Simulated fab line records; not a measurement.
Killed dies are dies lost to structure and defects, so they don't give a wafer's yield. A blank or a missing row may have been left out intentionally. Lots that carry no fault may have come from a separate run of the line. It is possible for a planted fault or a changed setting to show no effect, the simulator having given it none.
Chamber matching :: flow n5 finfet :: rie diel-03 running N5_BEOL_M4_ETCH_74: 4 sister chambers
The step etches underlayer in N2/H2, target depth 6.5 nm, time 5.2 s. 20 wafers are shown with their chamber, then 10 later ones without.

== WAFERS, EACH WITH ITS CHAMBER ==
wafer: L074.1
chamber: 1
drypump motor current A (A): 6.4
showerhead plenum p Torr (Torr): 2.50
throttle valve pct (%): 17.45

wafer: L074.2
chamber: 2
drypump motor current A (A): 5.5
showerhead plenum p Torr (Torr): 2.66
throttle valve pct (%): 18.14

wafer: L074.3
chamber: 3
drypump motor current A (A): 5.9
showerhead plenum p Torr (Torr): 2.44
throttle valve pct (%): 18.18

wafer: L076.1
chamber: 2
drypump motor current A (A): 5.5
showerhead plenum p Torr (Torr): 2.65
throttle valve pct (%): 18.16

wafer: L076.2
chamber: 1
drypump motor current A (A): 6.3
showerhead plenum p Torr (Torr): 2.50
throttle valve pct (%): 17.47

wafer: L076.3
chamber: 3
drypump motor current A (A): 5.9
showerhead plenum p Torr (Torr): 2.44
throttle valve pct (%): 18.17

wafer: L076.4
chamber: 0
drypump motor current A (A): 5.0
showerhead plenum p Torr (Torr): 2.50
throttle valve pct (%): 17.71

wafer: L076.5
chamber: 3
drypump motor current A (A): 5.9
showerhead plenum p Torr (Torr): 2.44
throttle valve pct (%): 18.19

wafer: L076.6
chamber: 2
drypump motor current A (A): 5.5
showerhead plenum p Torr (Torr): 2.65
throttle valve pct (%): 18.16

wafer: L083.2
chamber: 1
drypump motor current A (A): 6.4
showerhead plenum p Torr (Torr): 2.50
throttle valve pct (%): 17.47

wafer: L083.5
chamber: 0
drypump motor current A (A): 5.1
showerhead plenum p Torr (Torr): 2.50
throttle valve pct (%): 17.75

wafer: L083.6
chamber: 1
drypump motor current A (A): 6.4
showerhead plenum p Torr (Torr): 2.50
throttle valve pct (%): 17.45

wafer: L084.1
chamber: 1
drypump motor current A (A): 6.4
showerhead plenum p Torr (Torr): 2.49
throttle valve pct (%): 17.51

wafer: L084.4
chamber: 0
drypump motor current A (A): 5.0
showerhead plenum p Torr (Torr): 2.49
throttle valve pct (%): 17.76

wafer: L084.5
chamber: 2
drypump motor current A (A): 5.5
showerhead plenum p Torr (Torr): 2.65
throttle valve pct (%): 18.14

wafer: L085.1
chamber: 2
drypump motor current A (A): 5.5
showerhead plenum p Torr (Torr): 2.65
throttle valve pct (%): 18.19

wafer: L085.4
chamber: 1
drypump motor current A (A): 6.4
showerhead plenum p Torr (Torr): 2.49
throttle valve pct (%): 17.49

wafer: L085.6
chamber: 2
drypump motor current A (A): 5.5
showerhead plenum p Torr (Torr): 2.65
throttle valve pct (%): 18.16

wafer: L090.1
chamber: 0
drypump motor current A (A): 5.1
showerhead plenum p Torr (Torr): 2.49
throttle valve pct (%): 17.73

wafer: L090.2
chamber: 3
drypump motor current A (A): 5.9
showerhead plenum p Torr (Torr): 2.43
throttle valve pct (%): 18.22

SIGNATURES (averages over the wafers above)
reading: drypump motor current A
chamber 0: 5.050
chamber 1: 6.383
chamber 2: 5.500
chamber 3: 5.900
scatter within a chamber: 0.0339

reading: showerhead plenum p Torr
chamber 0: 2.4950
chamber 1: 2.4967
chamber 2: 2.6517
chamber 3: 2.4375
scatter within a chamber: 0.00495

reading: throttle valve pct
chamber 0: 17.7375
chamber 1: 17.4733
chamber 2: 18.1583
chamber 3: 18.1900
scatter within a chamber: 0.0213
Rule: for a wafer and a chamber, the distance is found by dividing, reading by reading, the gap between the wafer's reading and the chamber's mean by the reading's scatter, squaring, summing and taking the root. The wafer belongs to the nearest chamber; if the next one is less than 2 further off, it can't be placed. How the scatter is found: for the shown wafers, subtract from each reading the mean of its chamber, square and add these, divide the total by (wafers less chambers), then take the root.

== WAFERS WITHOUT THEIR CHAMBER ==
wafer: L090.3
drypump motor current A (A): 6.3
showerhead plenum p Torr (Torr): 2.49
throttle valve pct (%): 17.51

wafer: L091.1
drypump motor current A (A): 5.9
showerhead plenum p Torr (Torr): 2.42
throttle valve pct (%): 18.22

wafer: L091.4
drypump motor current A (A): 5.0
showerhead plenum p Torr (Torr): 2.49
throttle valve pct (%): 17.78

wafer: L091.6
drypump motor current A (A): 5.5
showerhead plenum p Torr (Torr): 2.64
throttle valve pct (%): 18.20

wafer: L093.3
drypump motor current A (A): 5.5
showerhead plenum p Torr (Torr): 2.64
throttle valve pct (%): 18.19

wafer: L093.4
drypump motor current A (A): 5.1
showerhead plenum p Torr (Torr): 2.48
throttle valve pct (%): 17.80

wafer: L093.6
drypump motor current A (A): 5.5
showerhead plenum p Torr (Torr): 2.64
throttle valve pct (%): 18.17

wafer: L097.1
drypump motor current A (A): 5.9
showerhead plenum p Torr (Torr): 2.42
throttle valve pct (%): 18.24

wafer: L097.4
drypump motor current A (A): 5.5
showerhead plenum p Torr (Torr): 2.63
throttle valve pct (%): 18.24

wafer: L097.6
drypump motor current A (A): 5.5
showerhead plenum p Torr (Torr): 2.63
throttle valve pct (%): 18.17

== EACH ONE'S CHAMBER ==
wafer: L090.3
from the rows above: 1
in truth: 1

wafer: L091.1
from the rows above: 3
in truth: 3

wafer: L091.4
from the rows above: 0
in truth: 0

wafer: L091.6
from the rows above: 2
in truth: 2

wafer: L093.3
from the rows above: 2
in truth: 2

wafer: L093.4
from the rows above: 0
in truth: 0

wafer: L093.6
from the rows above: 2
in truth: 2

wafer: L097.1
from the rows above: 3
in truth: 3

wafer: L097.4
from the rows above: 2
in truth: 2

wafer: L097.6
from the rows above: 2
in truth: 2
Correctly placed: 10 of 10. Number that these rows cannot place: 0. Wrongly placed: 0.
